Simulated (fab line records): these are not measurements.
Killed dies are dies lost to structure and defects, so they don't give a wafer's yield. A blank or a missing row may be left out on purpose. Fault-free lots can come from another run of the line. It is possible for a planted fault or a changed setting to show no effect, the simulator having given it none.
Matching of chambers :: flow n5-finfet :: N5_BEOL_M3_ETCH_63 on rie-diel-05: 4 sister chambers
The step etches SiARC in CF4, target depth 15.6 nm, time 26 s. 24 wafers are shown with their chamber, then 12 later ones without.

EACH WAFER AND ITS CHAMBER
wafer: L076.4
chamber: 1
etch-rf-on-time-s (s): 26.0
showerhead-plenum-p-Torr (Torr): 2.03
throttle-valve-pct (%): 16.02

wafer: L076.5
chamber: 2
etch-rf-on-time-s (s): 26.5
showerhead-plenum-p-Torr (Torr): 2.12
throttle-valve-pct (%): 15.93

wafer: L076.6
chamber: 1
etch-rf-on-time-s (s): 25.8
showerhead-plenum-p-Torr (Torr): 2.03
throttle-valve-pct (%): 16.02

wafer: L077.1
chamber: 1
etch-rf-on-time-s (s): 25.7
showerhead-plenum-p-Torr (Torr): 2.03
throttle-valve-pct (%): 16.03

wafer: L077.2
chamber: 2
etch-rf-on-time-s (s): 26.6
showerhead-plenum-p-Torr (Torr): 2.12
throttle-valve-pct (%): 15.94

wafer: L077.6
chamber: 2
etch-rf-on-time-s (s): 26.7
showerhead-plenum-p-Torr (Torr): 2.12
throttle-valve-pct (%): 15.93

wafer: L079.4
chamber: 2
etch-rf-on-time-s (s): 26.0
showerhead-plenum-p-Torr (Torr): 2.11
throttle-valve-pct (%): 15.94

wafer: L079.5
chamber: 0
etch-rf-on-time-s (s): 25.9
showerhead-plenum-p-Torr (Torr): 2.14
throttle-valve-pct (%): 15.44

wafer: L079.6
chamber: 3
etch-rf-on-time-s (s): 26.2
showerhead-plenum-p-Torr (Torr): 2.23
throttle-valve-pct (%): 15.63

wafer: L081.2
chamber: 0
etch-rf-on-time-s (s): 26.1
showerhead-plenum-p-Torr (Torr): 2.14
throttle-valve-pct (%): 15.45

wafer: L081.4
chamber: 2
etch-rf-on-time-s (s): 26.2
showerhead-plenum-p-Torr (Torr): 2.11
throttle-valve-pct (%): 15.95

wafer: L081.6
chamber: 0
etch-rf-on-time-s (s): 26.1
showerhead-plenum-p-Torr (Torr): 2.14
throttle-valve-pct (%): 15.44

wafer: L083.1
chamber: 0
etch-rf-on-time-s (s): 26.1
showerhead-plenum-p-Torr (Torr): 2.14
throttle-valve-pct (%): 15.44

wafer: L083.2
chamber: 2
etch-rf-on-time-s (s): 26.5
showerhead-plenum-p-Torr (Torr): 2.11
throttle-valve-pct (%): 15.95

wafer: L083.6
chamber: 2
etch-rf-on-time-s (s): 26.5
showerhead-plenum-p-Torr (Torr): 2.11
throttle-valve-pct (%): 15.95

wafer: L086.1
chamber: 0
etch-rf-on-time-s (s): 26.1
showerhead-plenum-p-Torr (Torr): 2.14
throttle-valve-pct (%): 15.46

wafer: L086.3
chamber: 1
etch-rf-on-time-s (s): 25.2
showerhead-plenum-p-Torr (Torr): 2.28
throttle-valve-pct (%): 15.56

wafer: L086.4
chamber: 0
etch-rf-on-time-s (s): 25.9
showerhead-plenum-p-Torr (Torr): 2.14
throttle-valve-pct (%): 15.46

wafer: L087.3
chamber: 1
etch-rf-on-time-s (s): 25.4
showerhead-plenum-p-Torr (Torr): 2.28
throttle-valve-pct (%): 15.55

wafer: L087.5
chamber: 1
etch-rf-on-time-s (s): 25.3
showerhead-plenum-p-Torr (Torr): 2.28
throttle-valve-pct (%): 15.56

wafer: L087.6
chamber: 0
etch-rf-on-time-s (s): 26.2
showerhead-plenum-p-Torr (Torr): 2.14
throttle-valve-pct (%): 15.46

wafer: L089.1
chamber: 2
etch-rf-on-time-s (s): 26.2
showerhead-plenum-p-Torr (Torr): 2.11
throttle-valve-pct (%): 15.49

wafer: L089.4
chamber: 1
etch-rf-on-time-s (s): 25.3
showerhead-plenum-p-Torr (Torr): 2.27
throttle-valve-pct (%): 15.57

wafer: L089.6
chamber: 2
etch-rf-on-time-s (s): 26.0
showerhead-plenum-p-Torr (Torr): 2.11
throttle-valve-pct (%): 15.47

SIGNATURES (means of the wafers above)
reading: etch-rf-on-time-s
chamber 0: 26.057
chamber 1: 25.529
chamber 2: 26.356
chamber 3: 26.200
scatter within a chamber: 0.242

reading: showerhead-plenum-p-Torr
chamber 0: 2.1400
chamber 1: 2.1714
chamber 2: 2.1133
chamber 3: 2.2300
scatter within a chamber: 0.0726

reading: throttle-valve-pct
chamber 0: 15.4500
chamber 1: 15.7586
chamber 2: 15.8389
chamber 3: 15.6300
scatter within a chamber: 0.187
Rule: a wafer's distance from a chamber is the root of the sum, over the readings, of the square of ((its reading less the chamber's mean) divided by the reading's scatter). The wafer belongs to the nearest chamber; if the next one is less than 2 further off, it can't be placed. The scatter: the root of (the sum of the squares of (reading less its chamber's mean) over the shown wafers, divided by (wafers less chambers)).

WAFERS WITH NO CHAMBER GIVEN
wafer: L090.1
etch-rf-on-time-s (s): 25.1
showerhead-plenum-p-Torr (Torr): 2.27
throttle-valve-pct (%): 15.57

wafer: L090.2
etch-rf-on-time-s (s): 25.8
showerhead-plenum-p-Torr (Torr): 2.11
throttle-valve-pct (%): 15.50

wafer: L090.5
etch-rf-on-time-s (s): 25.1
showerhead-plenum-p-Torr (Torr): 2.27
throttle-valve-pct (%): 15.59

wafer: L093.1
etch-rf-on-time-s (s): 25.4
showerhead-plenum-p-Torr (Torr): 2.27
throttle-valve-pct (%): 15.58

wafer: L093.4
etch-rf-on-time-s (s): 26.1
showerhead-plenum-p-Torr (Torr): 2.14
throttle-valve-pct (%): 15.47

wafer: L093.6
etch-rf-on-time-s (s): 26.4
showerhead-plenum-p-Torr (Torr): 2.14
throttle-valve-pct (%): 15.48

wafer: L092.1
etch-rf-on-time-s (s): 26.4
showerhead-plenum-p-Torr (Torr): 2.13
throttle-valve-pct (%): 15.48

wafer: L092.3
etch-rf-on-time-s (s): 26.1
showerhead-plenum-p-Torr (Torr): 2.11
throttle-valve-pct (%): 15.49

wafer: L092.6
etch-rf-on-time-s (s): 25.6
showerhead-plenum-p-Torr (Torr): 2.27
throttle-valve-pct (%): 15.58

wafer: L096.1
etch-rf-on-time-s (s): 26.2
showerhead-plenum-p-Torr (Torr): 2.13
throttle-valve-pct (%): 15.51

wafer: L096.3
etch-rf-on-time-s (s): 25.4
showerhead-plenum-p-Torr (Torr): 2.27
throttle-valve-pct (%): 15.60

wafer: L096.5
etch-rf-on-time-s (s): 26.2
showerhead-plenum-p-Torr (Torr): 2.22
throttle-valve-pct (%): 15.68

WHICH CHAMBER EACH WENT THROUGH
wafer: L090.1
from the rows above: can't be placed: 1 or 0
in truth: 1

wafer: L090.2
from the rows above: can't be placed: 0 or 1 or 3 or 2
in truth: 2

wafer: L090.5
from the rows above: can't be placed: 1 or 0
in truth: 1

wafer: L093.1
from the rows above: can't be placed: 1 or 0 or 3
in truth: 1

wafer: L093.4
from the rows above: can't be placed: 0 or 3
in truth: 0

wafer: L093.6
from the rows above: can't be placed: 0 or 3 or 2
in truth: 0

wafer: L092.1
from the rows above: can't be placed: 0 or 3 or 2
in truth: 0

wafer: L092.3
from the rows above: can't be placed: 0 or 3 or 2
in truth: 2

wafer: L092.6
from the rows above: can't be placed: 1 or 3 or 0
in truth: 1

wafer: L096.1
from the rows above: can't be placed: 0 or 3 or 2
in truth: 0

wafer: L096.3
from the rows above: can't be placed: 1 or 0 or 3
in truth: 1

wafer: L096.5
from the rows above: can't be placed: 3 or 0 or 2
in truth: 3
Placed correctly: 0 of 12. Unplaceable from these rows: 12, with the true chamber sitting among the candidates in 12. Placed wrongly: 0.
